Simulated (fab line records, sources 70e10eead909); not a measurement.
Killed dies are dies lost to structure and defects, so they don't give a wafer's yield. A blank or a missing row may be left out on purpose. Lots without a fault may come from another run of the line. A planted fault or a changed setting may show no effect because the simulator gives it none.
fab line records | flow nand_harc
record lots=12 wafers=36 last_day=32
route steps=1302 shown A_CHANNEL_FILL_D1@500 A_ONON_D2@552 END@1302
lots that met no fault: from a run of the same line without faults
start_h: hours from the record's first day to the start of the lot's first wafer shown | wait_h: hours since the lot's step before | " the same as in the row above | L1.1+2: a row that stands for several wafers | - no value, or no start given | * or withheld: withheld | < > ~ a bound
route shown NAME@n: a module of which the file shows steps, and the number in the route of the first | usual: mean/standard deviation of fault-free wafers | same: alike in all rows | chamber/n: place in a boat | sites: the reading at each site | _std_site: their standard deviation | _edge_site: outer sites' mean less inner sites' | radius_mm: how far each site lies from the wafer's centre | mask NAME#n: copy n | behind: the tool/chamber that last shaped the wafer | hold: why the lot was held/for how many hours/how that ended | device: the transistor (n, p or np) that didn't switch | end of line: the same wafers' tests at the end of the route | a step without rows: its recipe alone | killed: dies lost to structure and defects at the first sort, not the wafer's yield | map: a wafer's dies, x killed, . not, _ none there
set.NAME: the setting as run; set.NAME@STEP: as run at that earlier step | model.NAME: the simulator's own value behind a step, which no gauge read
steps of the route over a sample of lots; a table a step, a row a wafer
services: from which hour (start_h, from the record's first day; less than 0 if before it) a tool's chamber was out of use, for how many hours, and why
## steps
# step NHARC_A_CHANNEL_FILL_D1_ETCHBACK_20
# recipe target_depth_a=270 time_s=13.5 c4f8_flow_sccm=withheld o2_flow_sccm=8 ar_flow_sccm=withheld rf_w=600 bias_w=1500 chemistry=C4F8/O2/Ar
# usual chamber_pressure_mTorr=25.001/0.024 oes_product_au=0.95/0.036 rf_fwd_power_W=587.4/2.8 rf_vpp_V=980/4.8
# columns lot.wafer tool chamber start_h wait_h chamber_pressure_mTorr oes_product_au rf_fwd_power_W rf_hours_counter_h rf_vpp_V
L215.4 rie_diel-03 3 226.54 - 24.996 0.93 582.9 5.7 978
L215.1 " 1 " " 24.958 0.93 584.7 5.4 976
L215.5 " 3 " " 25.029 0.94 585.8 - 979
L217.1 rie_diel-13 0 252.87 - 24.981 0.98 587.4 6.5 973
L217.2 " 2 " " 25.003 0.95 589.1 6.6 984
L217.6 " 0 " " 24.999 0.98 585.5 - 975
L222.3 rie_diel-03 3 301.58 - 24.961 0.99 586.5 0.8 978
L222.4 " 0 " " 25.024 0.98 590.4 0.8 986
L222.6 " 1 " " 25.047 1.00 587.4 - 978
L224.3 rie_diel-11 1 324.62 - 25.023 1.01 585.4 3.6 986
L224.2 " 2 " " 25.002 0.99 585.7 3.4 981
L224.6 " 3 " " 25.039 1.00 581.0 - 984
L230.2 rie_diel-11 2 374.26 - 25.028 0.93 583.5 5.8 980
L230.4 " 3 " " 24.999 0.93 582.9 6.6 985
L230.3 " 0 " " 24.985 0.91 585.7 6.8 975
L229.4 rie_diel-03 1 374.26 - 25.008 0.93 590.0 4.8 976
L229.2 " 2 " " 25.019 0.92 584.7 4.6 983
L229.5 " 3 " " 25.009 0.92 585.0 - 980
L231.4 rie_diel-03 2 389.84 - 25.015 0.90 586.9 4.8 983
L231.2 " 0 " " 25.034 0.91 593.5 4.5 985
L231.6 " 2 " " 24.993 0.90 582.6 - 982
L232.1 rie_diel-11 1 399.32 - 24.990 0.94 587.3 7.7 985
L232.2 " 3 " " 25.005 0.93 586.0 8.5 985
L232.5 " 2 " " 25.011 0.93 584.1 - 981
L233.1 rie_diel-13 1 412.10 - 24.969 1.02 592.7 5.6 980
L233.3 " 3 " " 24.990 1.01 588.9 4.0 970
L233.2 " 0 " " 24.994 1.00 585.4 4.9 973
L234.1 rie_diel-11 3 423.89 - 25.020 0.94 587.5 9.9 985
L234.2 " 0 " " 25.019 0.93 584.6 9.7 974
L234.6 " 0 " " 25.014 0.92 584.5 - 974
L235.4 rie_diel-03 2 431.83 - 25.005 0.91 586.5 6.9 985
L235.1 " 3 " " 24.971 0.92 585.2 6.8 976
L235.6 " 0 " " 25.033 0.91 589.7 - 986
L236.1 rie_diel-13 1 440.77 - 24.997 0.94 593.8 6.0 979
L236.3 " 3 " " 25.011 0.92 588.1 4.6 970
L236.5 " 2 " " 25.000 0.94 585.8 - 982
# step NHARC_A_CHANNEL_FILL_D1_STRIP_28
# recipe time_s=20 o2_flow_sccm=500 ar_flow_sccm=0 bias_w=0 chemistry=O2
# usual chamber_pressure_mTorr=59.99/0.05 drypump_motor_current_A=5.9/0.38 oes_product_au=1.001/0.013 rf_vpp_V=57.8/0.87 showerhead_plenum_p_Torr=3.59/0.11 throttle_valve_pct=17.036/0.0088
# columns lot.wafer tool chamber start_h wait_h chamber_pressure_mTorr drypump_motor_current_A oes_product_au rf_hours_counter_h rf_vpp_V showerhead_plenum_p_Torr throttle_valve_pct
L215.4 rie_diel-03 0 226.64 0.1 60.04 5.3 0.991 5.7 59.5 3.72 17.023
L215.1 " 2 " " 60.03 6.2 0.984 5.4 58.5 3.66 17.028
L215.5 " 0 " " 59.91 5.3 0.984 - 57.4 3.72 17.032
L217.2 rie_diel-13 2 252.96 0.1 60.00 5.7 1.011 6.6 58.0 3.67 17.027
L217.1 " 3 " " 60.01 5.6 0.992 6.2 57.6 3.31 17.037
L217.6 " 1 " " 60.01 6.0 1.009 - 58.2 3.58 17.035
L222.3 rie_diel-03 1 301.66 0.1 60.02 6.3 1.001 0.7 58.6 3.49 17.041
L222.4 " 3 " " 60.05 5.3 0.988 0.8 57.3 3.53 17.038
L222.6 " 1 " " 59.97 6.2 1.016 - 58.6 3.49 17.040
L224.2 rie_diel-11 2 324.71 0.1 59.89 6.0 0.990 3.4 56.2 3.58 17.039
L224.3 " 1 " " 60.02 6.5 1.019 3.6 58.8 3.71 17.041
L224.6 " 3 " " 59.95 6.2 1.006 - 58.2 3.70 17.031
L229.4 rie_diel-03 0 374.34 0.1 60.00 5.3 0.984 4.4 57.4 3.72 17.024
L229.2 " 2 " " 60.06 6.2 0.978 4.7 57.5 3.65 17.042
L229.5 " 0 " " 59.97 5.3 0.988 - 57.6 3.72 17.036
L230.2 rie_diel-11 2 374.34 0.1 59.93 6.0 1.000 5.8 58.2 3.58 17.030
L230.4 " 3 " " 59.99 6.2 1.005 6.6 58.0 3.69 17.017
L230.3 " 1 " " 60.00 6.5 1.019 6.0 58.6 3.70 17.037
L231.2 rie_diel-03 1 389.93 0.1 59.94 6.3 0.987 4.9 58.8 3.48 17.033
L231.4 " 3 " " 60.02 5.3 0.996 4.4 57.2 3.52 17.029
L231.6 " 1 " " 60.01 6.3 0.989 - 57.6 3.48 17.017
L232.1 rie_diel-11 0 399.41 0.1 60.05 5.8 1.010 8.5 57.3 3.46 17.042
L232.2 " 1 " " 60.01 6.5 1.024 7.7 58.2 3.70 17.040
L232.5 " 1 " " 59.92 6.5 1.021 - 59.0 3.70 17.031
L233.1 rie_diel-13 2 412.20 0.1 59.93 5.8 1.010 4.7 58.2 3.67 17.045
L233.3 " 3 " " 60.01 5.5 1.030 4.0 58.0 3.31 17.032
L233.2 " 0 " " 60.00 5.8 1.003 4.9 55.4 3.40 17.033
L234.2 rie_diel-11 0 424.00 0.1 59.98 5.8 0.996 9.7 56.9 3.46 17.030
L234.1 " 2 " " 59.97 5.9 1.011 9.2 58.7 3.58 17.033
L234.6 " 0 " " 59.90 5.8 0.994 - 56.5 3.46 17.026
L235.1 rie_diel-03 3 431.91 0.1 60.00 5.3 1.007 6.8 57.8 3.52 17.034
L235.4 " 0 " " 59.98 5.3 0.985 6.4 57.9 3.72 17.028
L235.6 " 2 " " 59.91 6.2 0.994 - 58.0 3.65 17.037
L236.1 rie_diel-13 1 440.86 0.1 59.98 6.0 1.019 6.0 57.7 3.57 17.034
L236.3 " 3 " " 60.01 5.5 1.006 4.6 57.1 3.31 17.036
L236.5 " 2 " " 60.03 5.7 1.022 - 59.1 3.67 17.034
# step NHARC_A_ONON_D2_THK_MEAS_11
# recipe thk_meas_gauge=ellipsometry
# usual thk_nm=998/9.8
# columns lot.wafer tool chamber start_h wait_h thk_nm
L215.1 film_metro-02 - 292.64 - 997
L215.4 " - " " 994
L215.5 " - " " 997
L217.1 film_metro-02 - 314.59 - 985
L217.2 " - " " 985
L217.6 " - " " 985
L222.3 film_metro-01 - 364.04 - 994
L222.4 " - " " 994
L222.6 " - " " 994
L224.2 film_metro-01 - 387.92 - 1025
L224.3 " - " " 1027
L224.6 " - " " 1026
L229.2 film_metro-01 - 435.49 - 999
L229.4 " - " " 1000
L229.5 " - " " 1000
L230.2 film_metro-02 - 435.51 - 994
L230.3 " - " " 995
L230.4 " - " " 994
L232.1 film_metro-02 - 455.76 - 1007
L232.2 " - " " 1007
L232.5 " - " " 1008
L231.2 film_metro-01 - 455.77 - 989
L231.4 " - " " 988
L231.6 " - " " 987
L233.1 film_metro-01 - 469.53 - 998
L233.2 " - " " 999
L233.3 " - " " 999
L234.1 film_metro-01 - 483.57 - 993
L234.2 " - " " 993
L234.6 " - " " 994
L235.1 film_metro-01 - 489.39 - 1005
L235.4 " - " " 1006
L235.6 " - " " 1004
L236.1 film_metro-01 - 500.55 - 984
L236.3 " - " " 988
L236.5 " - " " 985
# step NHARC_A_ONON_D2_DEP_19
# recipe target_thk_a=10000 n2_flow_sccm=2750 n2o_flow_sccm=2000 nh3_flow_sccm=500 sih4_flow_sccm=210 temp_c=400
# usual susceptor_temp_C=400.04/0.22
# columns lot.wafer tool chamber start_h wait_h susceptor_temp_C
L215.1 pecvd_onon-03 0 301.28 0.1 400.35
L215.4 " 0 " " 400.59
L215.5 " 0 " " 400.50
L217.1 pecvd_onon-04 0 324.34 0.1 400.12
L217.2 " 0 " " 399.97
L217.6 " 0 " " 399.93
L222.3 pecvd_onon-03 0 377.73 0.2 399.77
L222.4 " 0 " " 399.90
L222.6 " 0 " " 399.97
L224.2 pecvd_onon-03 0 396.34 0.1 399.92
L224.3 " 0 " " 399.90
L224.6 " 0 " " 400.10
L229.2 pecvd_onon-01 0 444.48 0.1 400.23
L229.4 " 0 " " 400.04
L229.5 " 0 " " 400.21
L230.2 pecvd_onon-04 0 444.48 0.1 400.52
L230.3 " 0 " " 400.00
L230.4 " 0 " " 399.97
L232.1 pecvd_onon-04 0 464.41 0.1 400.48
L232.2 " 0 " " 400.22
L232.5 " 0 " " 400.05
L231.2 pecvd_onon-03 0 464.47 0.1 399.73
L231.4 " 0 " " 399.90
L231.6 " 0 " " 399.64
L233.1 pecvd_onon-03 0 477.94 0.1 399.89
L233.2 " 0 " " 400.03
L233.3 " 0 " " 399.97
L234.1 pecvd_onon-04 0 491.56 0.1 399.90
L234.2 " 0 " " 399.90
L234.6 " 0 " " 399.72
L235.1 pecvd_onon-01 0 498.51 0.1 400.07
L235.4 " 0 " " 400.23
L235.6 " 0 " " 400.34
L236.1 pecvd_onon-01 0 508.90 0.1 399.91
L236.3 " 0 " " 399.73
L236.5 " 0 " " 399.89
# step NHARC_A_ONON_D2_THK_MEAS_21
# recipe thk_meas_gauge=ellipsometry
# usual thk_nm=1000/12
# columns lot.wafer tool chamber start_h wait_h thk_nm
L215.1 film_metro-01 - 301.78 - 1013
L215.4 " - " " 1012
L215.5 " - " " 1011
L217.1 film_metro-01 - 324.85 - 983
L217.2 " - " " 983
L217.6 " - " " 980
L222.3 film_metro-01 - 378.13 - 1664
L222.4 " - " " 1663
L222.6 " - " " 1663
L224.2 film_metro-01 - 396.80 - 1674
L224.3 " - " " 1671
L224.6 " - " " 1672
L229.2 film_metro-02 - 444.93 - 1013
L229.4 " - " " 1012
L229.5 " - " " 1012
L230.2 film_metro-01 - 444.94 - 1001
L230.3 " - " " 1000
L230.4 " - " " 1002
L231.2 film_metro-01 - 464.92 - 1004
L231.4 " - " " 1004
L231.6 " - " " 1004
L232.1 film_metro-02 - 464.92 - 997
L232.2 " - " " 998
L232.5 " - " " 998
L233.1 film_metro-02 - 478.45 - 993
L233.2 " - " " 993
L233.3 " - " " 993
L234.1 film_metro-02 - 492.07 - 996
L234.2 " - " " 995
L234.6 " - " " 998
L235.1 film_metro-01 - 499.02 - 1002
L235.4 " - " " 1002
L235.6 " - " " 1001
L236.1 film_metro-02 - 509.41 - 1012
L236.3 " - " " 1012
L236.5 " - " " 1012
# step NHARC_END_SORT_01
# recipe temp_c=25
# usual killed_at_array=56/19 killed_at_other=0.6/1 killed_at_periphery=3.9/2.7 killed_dies=61/19 killed_open=3.3/1.9 killed_short=2.4/1.7
# same gross_dies=677
# columns lot.wafer tool chamber start_h wait_h killed_at_array killed_at_other killed_at_periphery killed_dies killed_open killed_short
L222.3 prober-01 0 654.64 3.1 675 0 2 677 4 3
L222.4 prober-01 0 655.45 3.4 675 0 2 677 3 1
L222.6 prober-01 0 657.07 4.0 672 3 2 677 4 1
L224.2 prober-01 0 684.00 2.8 673 0 4 677 2 0
L224.3 prober-01 0 684.80 3.1 673 0 4 677 6 3
L224.6 prober-01 0 687.18 4.0 674 0 3 677 5 2
# killed by level:class
L222.3 A_ONON_D2:area_dep=642 A_CHANNEL_HOLE_D2:chamber_film_flake=15 A_CHANNEL_HOLE_D1:chamber_film_flake=7 P_CONTACT:geometric_particle:open=2 A_CHANNEL_FILL_D2:chamber_film_flake=2 A_STAIRCASE:chamber_film_flake=2 A_CHANNEL_HOLE_D1:geometric_particle:open=1 A_CHANNEL_HOLE_D1:geometric_particle:short=1
L222.4 A_ONON_D2:area_dep=650 A_CHANNEL_HOLE_D2:chamber_film_flake=11 A_CHANNEL_FILL_D2:chamber_film_flake=5 A_DECK1_JOINT:chamber_film_flake=3 P_M1:geometric_particle:open=1 A_CHANNEL_FILL_D2:geometric_particle:open=1 A_WL_FILL:geometric_particle:open=1 A_BLC:geometric_particle:short=1
L222.6 A_ONON_D2:area_dep=640 A_CHANNEL_HOLE_D2:chamber_film_flake=16 A_CHANNEL_FILL_D2:chamber_film_flake=5 A_SLIT:chamber_film_flake=5 A_CHANNEL_HOLE_D1:chamber_film_flake=2 A_CONTACT:chamber_film_flake=2 THIN_TSV:chamber_film_flake=2 P_GATE:geometric_particle:open=1
L224.2 A_ONON_D2:area_dep=635 A_SLIT:chamber_film_flake=30 A_CHANNEL_HOLE_D1:chamber_film_flake=6 P_GATE:chamber_film_flake=2 P_CONTACT:geometric_particle:open=1 A_CHANNEL_FILL_D2:geometric_particle:open=1 P_ZERO_WELL:chamber_film_flake=1 A_STAIRCASE:chamber_film_flake=1
L224.3 A_ONON_D2:area_dep=637 A_SLIT:chamber_film_flake=18 A_CHANNEL_HOLE_D1:chamber_film_flake=8 P_GATE:chamber_film_flake=3 A_CHANNEL_FILL_D1:geometric_particle:open=2 A_CONTACT:geometric_particle:open=2 A_SOURCE_PLATE:geometric_particle:short=1 A_DECK1_JOINT:geometric_particle:open=1
L224.6 A_ONON_D2:area_dep=633 A_SLIT:chamber_film_flake=26 A_CHANNEL_HOLE_D1:chamber_film_flake=5 A_M0:geometric_particle:open=3 A_STAIRCASE:chamber_film_flake=2 A_SOURCE_PLATE:geometric_particle:short=1 A_ONON_D2:geometric_particle:short=1 A_CHANNEL_HOLE_D2:geometric_particle:open=1
## services
# columns tool chamber start_h hours kind
rie_diel-03 0 211.30 - clean
rie_diel-03 1 211.30 - clean
rie_diel-03 2 211.30 - clean
rie_diel-03 3 211.30 - clean
pecvd_onon-03 - 227.00 13.0 pm
rie_diel-13 - 254.43 1.1 repair
rie_diel-11 - 255.50 9.0 pm
pecvd_onon-01 - 269.12 13.0 pm
rie_diel-03 - 281.40 9.0 pm
pecvd_onon-04 - 311.00 13.0 pm
rie_diel-13 - 342.00 9.0 pm
pecvd_onon-03 - 344.37 14.3 repair
rie_diel-11 - 344.51 5.2 repair
pecvd_onon-03 - 408.00 13.0 pm
rie_diel-11 1 413.76 10.6 repair
rie_diel-13 - 416.05 0.4 repair
rie_diel-11 - 432.50 9.0 pm
pecvd_onon-01 - 450.12 13.0 pm
rie_diel-03 - 458.40 9.0 pm
rie_diel-03 1 468.58 11.4 repair
pecvd_onon-04 - 492.00 13.0 pm
rie_diel-11 0 494.07 9.5 repair
rie_diel-11 3 499.49 6.8 repair
rie_diel-03 2 500.16 7.8 repair
## key
first_sign step=NHARC_A_ONON_D2_THK_MEAS_21 reading=thk_nm direction=up sigmas=57 usual=1000 struck=1668
effect step=NHARC_END_SORT_01 reading=killed_dies direction=up sigmas=33 usual=61 struck=677
more_kills_born_at NHARC_A_ONON_D2_DEP_19@pecvd_onon-03=3837
met_at NHARC_A_ONON_D2_DEP_19
struck_lots L222,L224
struck_wafers L222.3,L222.4,L222.6,L224.2,L224.3,L224.6
later_rows_left_out L222.3,L222.4,L222.6,L224.2,L224.3,L224.6
tester_left_out L222,L224
not_acting_at NHARC_A_CHANNEL_FILL_D1_ETCHBACK_20,NHARC_A_CHANNEL_FILL_D1_STRIP_28,NHARC_A_ONON_D2_THK_MEAS_11
onset_between 301.28 377.73
fault kind=process_parameter_drift tool=pecvd_onon-03 chamber=0 onset_h=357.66 steps=NHARC_A_ONON_D2_DEP_19 channel=target_thk_a offset=* shape=step end_h=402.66 acts_in=* stated=*
# tester_left_out: of these lots the tester's yield and bins aren't shown, on N5 and GAA mostly nor the transistor test; their killed dies are dies lost to structure and defects alone, not to doping, threshold or leakage, so they don't give the yield
# later_rows_left_out: the simulator's readings of these wafers behind a module that went badly wrong aren't trusted and aren't shown, but for the sort
